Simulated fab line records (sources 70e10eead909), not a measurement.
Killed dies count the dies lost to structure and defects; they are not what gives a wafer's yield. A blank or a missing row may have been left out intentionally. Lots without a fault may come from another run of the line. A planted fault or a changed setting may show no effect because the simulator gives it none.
fab line records ; flow nand_harc
record: lots: 6; wafers: 18; last_day: 35
route steps=1302 shown A_CHANNEL_HOLE_D1@481 A_CHANNEL_FILL_D1@490 A_DECK1_JOINT@518 END@1302
lots with no fault: from the same line, run without faults
start_h: start of the lot's first displayed wafer, in hours after the record's first day ; wait_h: hours from the lot's prior step to this one ; " identical to the entry in the row above ; L1.1+2: one row covering several wafers at once ; - either no value or no given start ; * or withheld: withheld ; < > ~ a bound
route shown NAME@n: a module of which the file shows steps, and the number in the route of the first ; usual: mean/standard deviation of fault-free wafers ; same: alike in all rows ; chamber/n: place in a boat ; sites: per-site readings ; _std_site: the standard deviation of these ; _edge_site: the outer-site mean with the inner-site mean subtracted ; radius_mm: for every site, how far away it sits from the centre of the wafer ; mask NAME#n: copy n ; behind: the last tool/chamber to shape the wafer ; hold: why the lot went on hold/how many hours it stayed there/how the hold came to an end ; device: the transistor (n, p or np) that didn't switch ; end of line: at the end of the route, the tests of the same wafers ; a step without rows: its recipe alone ; killed: at the first sort, the dies lost to defects and structure; wafer yield is something else ; map: per-die view of a wafer (x killed, . not killed, _ where there is no die)
set.NAME: the run value of the setting; set.NAME@STEP: its run value at that earlier step ; model.NAME: the simulator's own value behind a step, which no gauge read
lots at selected steps of the route; one table per step, one row per wafer
services: a tool's chamber out of use, with start hour (start_h, from the record's first day; less than 0 if before it), hours out, and reason
== steps ==
step: NHARC_A_CHANNEL_HOLE_D1_STRIP_42
recipe: cf4_flow_sccm: 100; chf3_flow_sccm: 30; ar_flow_sccm: 0; bias_w: 0; chemistry: CF4/CHF3
step: NHARC_A_CHANNEL_HOLE_D1_STRIP_43
recipe: o2_flow_sccm: 400; cos_flow_sccm: 20; ar_flow_sccm: 0; bias_w: 0; chemistry: O2/COS
step: NHARC_A_CHANNEL_HOLE_D1_ETCH_44
recipe: target_depth_a: 1400; overetch_a: 140; time_s: 77; ion_energy_ev: 100; cf4_flow_sccm: 80; o2_flow_sccm: 20; ar_flow_sccm: 0; rf_w: 300; bias_w: 100; chemistry: CF4/O2
step: NHARC_A_CHANNEL_HOLE_D1_STRIP_27
recipe: o2_flow_sccm: 500; ar_flow_sccm: 0; bias_w: 0; chemistry: O2
step: NHARC_A_CHANNEL_HOLE_D1_PRECLEAN_28
recipe: time_s: *; temp_c: 50; bath_age_min: 0; chemistry: SC1
step: NHARC_A_CHANNEL_HOLE_D1_SRD_29
step: NHARC_A_CHANNEL_HOLE_D1_CD_MEAS_30
usual: cd_nm: 89.8/0.96
lot.wafer;tool;chamber;start_h;wait_h;cd_nm
L315.1;cd_sem-02;-;187.78;-;90.9
L315.2;cd_sem-02;-;187.78;-;89.2
L315.3;cd_sem-02;-;187.78;-;89.5
L320.3;cd_sem-01;-;235.42;-;89.4
L320.5;cd_sem-01;-;235.42;-;89.6
L320.6;cd_sem-01;-;235.42;-;90.1
L326.4;cd_sem-03;-;290.56;-;90.3
L326.5;cd_sem-03;-;290.56;-;89.6
L326.6;cd_sem-03;-;290.56;-;91.1
L325.1;cd_sem-03;-;293.18;-;91.3
L325.3;cd_sem-03;-;293.18;-;89.2
L325.4;cd_sem-03;-;293.18;-;89.3
L338.1;cd_sem-02;-;416.77;0.1;89.7
L338.3;cd_sem-02;-;416.77;0.1;89.7
L338.5;cd_sem-02;-;416.77;0.1;90.3
L337.4;cd_sem-01;-;417.67;-;90.4
L337.5;cd_sem-01;-;417.67;-;89.9
L337.6;cd_sem-01;-;417.67;-;89.2
step: NHARC_A_CHANNEL_HOLE_D1_XSEM_31
recipe: landing_energy_ev: 35000
step: NHARC_A_CHANNEL_HOLE_D1_INSPECT_40
usual: raw_defect_count: 76/29
lot.wafer;tool;chamber;start_h;wait_h;raw_defect_count
L315.1;defect_inspect-01;-;187.96;-;66
L315.2;defect_inspect-01;-;187.96;-;54
L315.3;defect_inspect-01;-;187.96;-;56
L320.3;defect_inspect-01;-;235.60;-;107
L320.5;defect_inspect-01;-;235.60;-;108
L320.6;defect_inspect-01;-;235.60;-;143
L326.4;defect_inspect-02;-;290.75;-;54
L326.5;defect_inspect-02;-;290.75;-;63
L326.6;defect_inspect-02;-;290.75;-;33
L325.1;defect_inspect-01;-;293.37;-;103
L325.3;defect_inspect-01;-;293.37;-;118
L325.4;defect_inspect-01;-;293.37;-;80
L338.1;defect_inspect-02;-;416.96;-;11
L338.3;defect_inspect-02;-;416.96;-;34
L338.5;defect_inspect-02;-;416.96;-;20
L337.4;defect_inspect-01;-;417.85;-;73
L337.5;defect_inspect-01;-;417.85;-;63
L337.6;defect_inspect-01;-;417.85;-;51
step: NHARC_A_CHANNEL_FILL_D1_PRECLEAN_00
recipe: time_s: *; temp_c: 50; bath_age_min: 0; chemistry: SC1
step: NHARC_A_CHANNEL_FILL_D1_SRD_01
step: NHARC_A_CHANNEL_FILL_D1_ALD_02
recipe: target_thk_a: 60; pulse_time_s: 10; ald_cycles: 60; temp_c: 300; material: SiO2
usual: heater_power_w: 440/56; precursor_pulse_height_rel: 1.000/0.02
lot.wafer;tool;chamber;start_h;wait_h;heater_power_w;precursor_pulse_height_rel
L315.3;ald_hk-04;2;191.85;-;531;0.975
L315.2;ald_hk-04;3;191.85;-;492;0.997
L315.1;ald_hk-04;0;191.85;-;445;1.016
L320.3;ald_hk-02;0;235.87;-;471;1.003
L320.6;ald_hk-02;3;235.87;-;383;0.975
L320.5;ald_hk-02;0;235.87;-;497;1.010
L326.4;ald_hk-02;3;291.01;-;400;0.989
L326.5;ald_hk-02;2;291.01;-;366;1.013
L326.6;ald_hk-02;3;291.01;-;391;1.036
L325.1;ald_hk-04;0;293.60;0.1;411;0.961
L325.3;ald_hk-04;1;293.60;0.1;496;1.012
L325.4;ald_hk-04;3;293.60;0.1;488;0.990
L338.3;ald_hk-03;1;417.15;-;461;0.944
L338.1;ald_hk-03;3;417.15;-;441;0.991
L338.5;ald_hk-03;1;417.15;-;459;0.980
L337.4;ald_hk-03;0;418.11;-;513;0.976
L337.6;ald_hk-03;3;418.11;-;439;0.993
L337.5;ald_hk-03;0;418.11;-;506;0.969
step: NHARC_A_CHANNEL_FILL_D1_ALD_03
recipe: target_thk_a: 60; pulse_time_s: 60; ald_cycles: 58; temp_c: 630; pressure_torr: 2; material: SiNx
usual: precursor_pulse_height_rel: 1.001/0.021
lot.wafer;tool;chamber;start_h;wait_h;precursor_pulse_height_rel
L315.1;ald_sin_batch-03;0;195.23;-;1.013
L315.2;ald_sin_batch-03;0;195.23;-;1.013
L315.3;ald_sin_batch-03;0;195.23;-;1.022
L320.3;ald_sin_batch-02;0;239.24;-;1.005
L320.5;ald_sin_batch-02;0;239.24;-;1.023
L320.6;ald_sin_batch-02;0;239.24;-;0.990
L325.1;ald_sin_batch-02;0;294.38;-;1.001
L325.3;ald_sin_batch-02;0;294.38;-;1.011
L325.4;ald_sin_batch-02;0;294.38;-;0.995
L326.4;ald_sin_batch-02;0;294.38;-;1.039
L326.5;ald_sin_batch-02;0;294.38;-;1.007
L326.6;ald_sin_batch-02;0;294.38;-;0.992
L337.4;ald_sin_batch-02;0;420.60;-;0.964
L337.5;ald_sin_batch-02;0;420.60;-;1.011
L337.6;ald_sin_batch-02;0;420.60;-;1.009
L338.1;ald_sin_batch-02;0;420.60;-;1.001
L338.3;ald_sin_batch-02;0;420.60;-;0.993
L338.5;ald_sin_batch-02;0;420.60;-;0.985
step: NHARC_A_CHANNEL_FILL_D1_ALD_14
recipe: target_thk_a: 25; pulse_time_s: 10; ald_cycles: 25; temp_c: 300; material: SiO2
step: NHARC_A_CHANNEL_FILL_D1_ALD_15
recipe: target_thk_a: 20; pulse_time_s: 60; ald_cycles: 19; temp_c: 630; pressure_torr: 2; material: SiNx
step: NHARC_A_CHANNEL_FILL_D1_ALD_16
recipe: target_thk_a: 15; pulse_time_s: 10; ald_cycles: 15; temp_c: 300; material: SiO2
usual: heater_power_w: 446/51; precursor_pulse_height_rel: 0.998/0.02
lot.wafer;tool;chamber;start_h;wait_h;heater_power_w;precursor_pulse_height_rel
L315.3;ald_hk-04;2;204.04;0.1;520;0.972
L315.1;ald_hk-04;3;204.04;0.1;471;0.997
L315.2;ald_hk-04;0;204.04;0.1;446;0.981
L320.3;ald_hk-02;3;249.89;0.6;390;0.983
L320.5;ald_hk-02;3;249.89;0.6;391;1.034
L320.6;ald_hk-02;0;249.89;0.6;470;1.000
L326.4;ald_hk-04;1;306.45;2.5;491;1.001
L326.6;ald_hk-04;0;306.45;2.5;426;0.953
L326.5;ald_hk-04;1;306.45;2.5;495;1.024
L325.4;ald_hk-04;0;306.61;2.7;425;0.964
L325.3;ald_hk-04;1;306.61;2.7;493;1.014
L325.1;ald_hk-04;2;306.61;2.7;502;0.983
L338.3;ald_hk-02;0;429.36;0.0;471;0.987
L338.1;ald_hk-02;1;429.36;0.0;363;0.957
L338.5;ald_hk-02;1;429.36;0.0;363;0.987
L337.4;ald_hk-04;3;429.42;0.1;495;0.959
L337.5;ald_hk-04;1;429.42;0.1;494;1.000
L337.6;ald_hk-04;2;429.42;0.1;507;0.984
step: NHARC_A_CHANNEL_FILL_D1_ANNEAL_17
recipe: temp_c: 850; time_s: 1800
step: NHARC_A_CHANNEL_FILL_D1_CVD_18
recipe: target_thk_a: 30; temp_c: 550; material: poly-Si
step: NHARC_A_CHANNEL_FILL_D1_ETCHBACK_19
recipe: target_depth_a: 50; time_s: 1.7; hbr_flow_sccm: 150; cl2_flow_sccm: 50; rf_w: 400; icp_w: 400; bias_w: 100; chemistry: HBr/Cl2
step: NHARC_A_CHANNEL_FILL_D1_ETCHBACK_20
recipe: target_depth_a: 270; time_s: 13.5; c4f8_flow_sccm: withheld; o2_flow_sccm: 8; ar_flow_sccm: withheld; rf_w: 600; bias_w: 1500; chemistry: C4F8/O2/Ar
step: NHARC_A_CHANNEL_FILL_D1_STRIP_28
recipe: time_s: 20; o2_flow_sccm: 500; ar_flow_sccm: 0; bias_w: 0; chemistry: O2
usual: drypump_motor_current_A: 5.9/0.38; oes_product_au: 0.998/0.0071; rf_vpp_V: 57.6/0.89; showerhead_plenum_p_Torr: 3.48/0.15; throttle_valve_pct: 17.037/0.0091
lot.wafer;tool;chamber;start_h;wait_h;drypump_motor_current_A;oes_product_au;rf_hours_counter_h;rf_vpp_V;showerhead_plenum_p_Torr;throttle_valve_pct
L315.2;rie_diel-02;1;216.27;0.1;6.0;0.993;10.1;58.1;3.76;17.016
L315.3;rie_diel-02;3;216.27;0.1;5.4;1.001;9.2;57.1;3.33;17.037
L315.1;rie_diel-02;0;216.27;0.1;6.3;1.011;8.7;58.6;3.63;17.022
L320.3;rie_diel-10;3;261.95;0.1;6.3;0.998;0.3;57.7;3.30;17.042
L320.5;rie_diel-10;2;261.95;0.1;5.7;1.003;-;56.9;3.31;17.040
L320.6;rie_diel-10;3;261.95;0.1;6.3;0.991;-;57.4;3.30;17.037
L325.3;rie_diel-04;1;318.73;0.1;5.5;1.004;7.9;57.8;3.30;17.040
L325.1;rie_diel-04;2;318.73;0.1;6.3;0.993;7.0;58.1;3.44;17.037
L325.4;rie_diel-04;3;318.73;0.1;5.7;1.006;6.9;57.5;3.42;17.049
L326.4;rie_diel-02;1;318.73;0.1;6.0;1.002;3.1;56.7;3.76;17.042
L326.6;rie_diel-02;0;318.73;0.1;6.3;1.002;-;59.2;3.63;17.013
L326.5;rie_diel-02;1;318.73;0.1;6.0;1.005;-;60.2;3.76;17.026
L338.3;rie_diel-10;0;441.46;0.1;6.6;0.992;0.5;57.0;3.36;17.028
L338.1;rie_diel-10;1;441.46;0.1;5.2;1.001;0.4;58.7;3.64;17.053
L338.5;rie_diel-10;0;441.46;0.1;6.6;1.000;-;56.8;3.36;17.036
L337.4;rie_diel-02;3;441.47;0.1;5.4;0.998;4.0;57.3;3.33;17.036
L337.6;rie_diel-02;2;441.47;0.1;5.8;0.992;-;57.0;3.47;17.037
L337.5;rie_diel-02;3;441.47;0.1;5.5;1.000;-;59.2;3.33;17.047
step: NHARC_A_CHANNEL_FILL_D1_PRECLEAN_21
recipe: time_s: 30; chemistry: dHF
step: NHARC_A_CHANNEL_FILL_D1_SRD_23
step: NHARC_A_CHANNEL_FILL_D1_CVD_05
recipe: target_thk_a: 50; temp_c: 550; material: poly-Si
step: NHARC_A_CHANNEL_FILL_D1_ANNEAL_22
recipe: temp_c: 620; time_s: 7200
step: NHARC_A_CHANNEL_FILL_D1_ALD_25
recipe: target_thk_a: 600; pulse_time_s: 10; ald_cycles: 600; temp_c: 300; material: SiOx
step: NHARC_A_CHANNEL_FILL_D1_ETCHBACK_08
recipe: target_depth_a: 2200; time_s: 110; c4f8_flow_sccm: 20; ar_flow_sccm: withheld; rf_w: 600; bias_w: 300; chemistry: C4F8
step: NHARC_A_CHANNEL_FILL_D1_STRIP_29
recipe: time_s: 20; o2_flow_sccm: 500; ar_flow_sccm: 0; bias_w: 0; chemistry: O2
usual: drypump_motor_current_A: 5.9/0.4; oes_product_au: 1.000/0.0071; rf_vpp_V: 57.6/0.84; showerhead_plenum_p_Torr: 3.45/0.14; throttle_valve_pct: 17.035/0.0091
lot.wafer;tool;chamber;start_h;wait_h;drypump_motor_current_A;oes_product_au;rf_hours_counter_h;rf_vpp_V;showerhead_plenum_p_Torr;throttle_valve_pct
L315.2;rie_diel-04;0;-;-;5.7;0.998;3.1;58.6;3.54;17.030
L315.1;rie_diel-04;1;-;-;5.6;1.009;2.9;56.6;3.30;17.021
L315.3;rie_diel-04;2;-;-;6.4;1.002;2.6;57.6;3.44;17.030
L320.3;rie_diel-10;2;-;-;5.7;1.004;1.4;57.0;3.31;17.039
L320.5;rie_diel-10;3;-;-;6.3;0.998;-;57.3;3.30;17.041
L320.6;rie_diel-10;0;-;-;6.6;0.995;-;58.5;3.37;17.036
L326.4;rie_diel-10;3;-;-;6.3;1.001;5.7;57.5;3.30;17.057
L326.6;rie_diel-10;1;-;-;5.1;1.006;-;58.1;3.65;17.034
L326.5;rie_diel-10;2;-;-;5.8;0.981;-;56.8;3.31;17.046
L325.4;rie_diel-02;3;-;-;5.4;1.003;3.5;57.8;3.33;17.016
L325.1;rie_diel-02;0;-;-;6.3;0.997;3.1;58.5;3.63;17.032
L325.3;rie_diel-02;2;-;-;5.7;1.012;3.7;58.2;3.48;17.039
L338.1;rie_diel-02;2;-;-;5.8;1.000;5.4;56.9;3.47;17.025
L338.3;rie_diel-02;3;-;-;5.4;0.988;5.2;57.6;3.33;17.031
L338.5;rie_diel-02;2;-;-;5.7;1.007;-;57.5;3.47;17.044
L337.4;rie_diel-04;2;-;-;6.4;1.004;4.5;58.4;3.44;17.037
L337.5;rie_diel-04;3;-;-;5.8;0.998;-;56.8;3.42;17.031
L337.6;rie_diel-04;0;-;-;5.8;0.999;-;59.4;3.53;17.037
step: NHARC_A_CHANNEL_FILL_D1_PRECLEAN_30
recipe: time_s: 30; chemistry: dHF
step: NHARC_A_CHANNEL_FILL_D1_SRD_31
step: NHARC_A_CHANNEL_FILL_D1_CVD_09
recipe: target_thk_a: 1500; temp_c: 620; pressure_mtorr: 200; time_s: 3000; material: poly-Si
step: NHARC_A_CHANNEL_FILL_D1_CMP_10
recipe: target_thk_nm: 150
usual: motor_current_A: 12.9/1.2; time_to_endpoint_s: 15.7/1.7
lot.wafer;tool;chamber;start_h;wait_h;motor_current_A;time_to_endpoint_s
L315.2;cmp-02;3;239.68;0.4;10.9;19.0
L315.3;cmp-02;0;239.68;0.4;11.3;18.0
L315.1;cmp-02;1;239.68;0.4;12.2;17.3
L320.3;cmp-04;1;288.83;0.4;13.5;15.2
L320.6;cmp-04;1;288.83;0.4;12.7;13.5
L320.5;cmp-04;2;288.83;0.4;13.5;16.1
L325.3;cmp-02;3;341.87;0.4;11.3;14.0
L325.4;cmp-02;0;341.87;0.4;11.2;16.1
L325.1;cmp-02;2;341.87;0.4;14.1;14.0
L326.4;cmp-01;0;341.89;0.4;15.2;17.0
L326.6;cmp-01;3;341.89;0.4;13.2;17.4
L326.5;cmp-01;0;341.89;0.4;14.9;13.3
L338.3;cmp-01;0;464.38;0.4;15.3;15.4
L338.1;cmp-01;1;464.38;0.4;11.8;14.6
L338.5;cmp-01;3;464.38;0.4;13.6;16.1
L337.4;cmp-04;0;464.38;0.4;13.4;16.6
L337.5;cmp-04;3;464.38;0.4;13.4;15.5
L337.6;cmp-04;0;464.38;0.4;13.3;16.4
step: NHARC_A_CHANNEL_FILL_D1_SRD_12
step: NHARC_A_DECK1_JOINT_ETCHBACK_07
recipe: target_depth_a: 1050; time_s: 26.9; hbr_flow_sccm: 150; rf_w: 350; icp_w: 350; bias_w: 60; chemistry: HBr
step: NHARC_A_DECK1_JOINT_ETCH_25
recipe: target_depth_a: 5; chemistry: dHF; material: SiO2
step: NHARC_A_DECK1_JOINT_ETCH_19
recipe: temp_c: 25; target_depth_a: 30; chemistry: TMAH; material: poly-Si
step: NHARC_A_DECK1_JOINT_ETCH_18
recipe: target_depth_a: 30; chemistry: dHF; material: SiO2
step: NHARC_A_DECK1_JOINT_WET_08
recipe: temp_c: 160; time_s: 86; chemistry: H3PO4
step: NHARC_END_SORT_01
recipe: temp_c: 25
usual: killed_at_array: 52/19; killed_at_other: 0.8/1; killed_at_periphery: 3.7/2.5; killed_dies: 56/19; killed_open: 3.5/2; killed_short: 2.2/1.4
same: gross_dies: 677
lot.wafer;tool;chamber;start_h;wait_h;killed_at_array;killed_at_other;killed_at_periphery;killed_dies;killed_open;killed_short
L325.1;prober-01;0;664.65;2.5;113;0;5;118;3;2
L325.3;prober-01;0;666.25;3.1;108;1;0;109;3;3
L325.4;prober-01;0;667.04;3.4;113;1;3;117;2;0
L326.4;prober-02;0;667.10;3.4;102;0;2;104;5;1
L326.5;prober-02;0;667.91;3.7;101;0;5;106;6;4
L326.6;prober-02;0;668.72;4.0;95;0;3;98;4;1
killed by level:class
L325.1 A_CHANNEL_FILL_D1:unspecified=50 A_CHANNEL_HOLE_D1:chamber_film_flake=31 A_CHANNEL_HOLE_D2:chamber_film_flake=16 A_CHANNEL_FILL_D2:chamber_film_flake=4 A_STAIRCASE:chamber_film_flake=4 A_CHANNEL_FILL_D1:chamber_film_flake=3 A_M0:geometric_particle:open=2 P_M2:chamber_film_flake=2
L325.3 A_CHANNEL_FILL_D1:unspecified=48 A_CHANNEL_HOLE_D1:chamber_film_flake=28 A_CHANNEL_HOLE_D2:chamber_film_flake=18 A_DECK1_JOINT:chamber_film_flake=3 A_SLIT:chamber_film_flake=2 A_STAIRCASE:chamber_film_flake=2 A_SOURCE_PLATE:geometric_particle:open=1 A_DECK1_JOINT:geometric_particle:short=1
L325.4 A_CHANNEL_FILL_D1:unspecified=47 A_CHANNEL_HOLE_D1:chamber_film_flake=28 A_CHANNEL_HOLE_D2:chamber_film_flake=27 A_ZERO_WELL:chamber_film_flake=3 P_M2:chamber_film_flake=2 A_SLIT:chamber_film_flake=2 A_M1:chamber_film_flake=2 A_DECK1_JOINT:geometric_particle:open=1
L326.4 A_CHANNEL_FILL_D1:unspecified=45 A_SLIT:chamber_film_flake=30 A_CONTACT:chamber_film_flake=9 A_CHANNEL_HOLE_D1:chamber_film_flake=8 A_STAIRCASE:chamber_film_flake=3 P_CONTACT:geometric_particle:open=1 P_M2:geometric_particle:open=1 A_CHANNEL_FILL_D2:geometric_particle:open=1
L326.5 A_CHANNEL_FILL_D1:unspecified=48 A_SLIT:chamber_film_flake=28 A_CONTACT:chamber_film_flake=8 A_CHANNEL_HOLE_D1:chamber_film_flake=7 P_CONTACT:geometric_particle:open=3 A_STAIRCASE:chamber_film_flake=3 A_DECK1_JOINT:geometric_particle:short=2 A_M1:geometric_particle:open=2
L326.6 A_CHANNEL_FILL_D1:unspecified=43 A_SLIT:chamber_film_flake=28 A_CONTACT:chamber_film_flake=9 A_STAIRCASE:chamber_film_flake=5 A_CHANNEL_HOLE_D1:chamber_film_flake=3 P_ZERO_WELL:chamber_film_flake=2 A_SGD_CUT:chamber_film_flake=2 P_CONTACT:geometric_particle:open=1
map L325.1 (x killed, . not)
____________.____________
_________......._________
_______..........._______
______xxx..........______
_____xx.xxx........._____
____x.xxx....x.......____
____.xxxxx...........____
___..xxxxx.x..........___
___x..xxxx............___
__..x..xxx.x........x..__
__....xx...............__
_......................._
_x......................_
_......................._
_...x............x......_
_.................x....._
.................x.......
..x................x.....
.........................
.......x.........x.x.....
....x..xxx.x.............
_.....x.xxxx............_
_........xx..x.........._
_.....x.xxx........xx..._
_.......x........x..xxx._
_.................xxxxx._
__........x......xxxxxx__
__................xxxxx__
___.............xxxxxx___
___...........x.xxxxxx___
____.....x.......xxxx____
____............xxxxx____
_____...x........xxx_____
______...........xx______
_______..........x_______
_________......._________
____________.____________
map L326.5 (x killed, . not)
____________.____________
_________..x...._________
_______.x........._______
______.............______
_____..............._____
____.................____
____....x............____
___...................___
___......x............___
__.....................__
__.....................__
_.........x............._
_......................._
_......................._
_.....x................._
_..................x...._
.........................
.........xx......x.......
.........................
.........x.x.....x.......
........xxx......x.......
_.......x..............._
_......................._
_.......x.....x.....x..._
_...................x..._
_.................xxxxxx_
__.........x...x.xxxxxx__
__............xx.xxxxxx__
___.........xxxx.xxxxx___
___.......x.xxx.xxxxxx___
____...xx..x.xxx.xxxx____
____........x.xxxxxxx____
_____x.....x.xxxxxxx_____
______.xx...xx.x.xx______
_______.xxx.xx.xxx_______
_________.....x._________
____________.____________
== services ==
tool;chamber;start_h;hours;kind
ald_hk-02;-;170.50;10.0;pm
rie_diel-04;-;177.90;9.0;pm
rie_diel-02;-;205.43;1.9;repair
ald_hk-04;-;210.50;0.4;repair
rie_diel-02;-;216.70;9.0;pm
rie_diel-04;3;225.27;8.1;repair
rie_diel-10;-;233.80;0.4;repair
rie_diel-10;-;242.60;9.0;pm
ald_hk-02;-;251.49;1.9;repair
ald_hk-04;-;254.33;10.0;pm
ald_sin_batch-02;-;266.00;26.0;pm
rie_diel-04;2;266.46;4.8;repair
rie_diel-04;0;296.28;1.6;repair
rie_diel-04;-;299.33;2.6;repair
rie_diel-02;-;308.85;0.6;repair
rie_diel-10;3;336.75;24.6;repair
rie_diel-02;3;347.78;4.5;repair
rie_diel-10;0;348.38;1.4;repair
ald_hk-02;-;348.50;10.0;pm
rie_diel-02;0;363.89;69.9;repair
rie_diel-02;-;393.70;9.0;pm
rie_diel-10;-;419.60;9.0;pm
ald_hk-04;-;432.33;10.0;pm
rie_diel-10;2;457.22;21.3;repair
== key ==
first_sign: step: NHARC_END_SORT_01; reading: killed_at_array; direction: up; sigmas: 2.9; usual: 52; struck: 105
effect: step: NHARC_END_SORT_01; reading: killed_dies; direction: up; sigmas: 2.8; usual: 56; struck: 109
more_kills_born_at: NHARC_A_CHANNEL_FILL_D1_ALD_03@ald_sin_batch-02: 281
met_at NHARC_A_CHANNEL_FILL_D1_ALD_03
struck_wafers L325.1,L325.3,L325.4,L326.4,L326.5,L326.6
tester_left_out L325,L326
onset_between 239.24 294.38
fault: kind: chamber_particle_source; tool: ald_sin_batch-02; chamber: -; onset_h: 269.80; steps: NHARC_A_CHANNEL_FILL_D1_ALD_03; rate_per_visit_cm2: 0.68657; end_h: 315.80
tester_left_out: of these lots the tester's yield and bins aren't shown, on N5 and GAA mostly nor the transistor test; their killed dies are dies lost to structure and defects alone, not to doping, threshold or leakage, so they don't give the yield
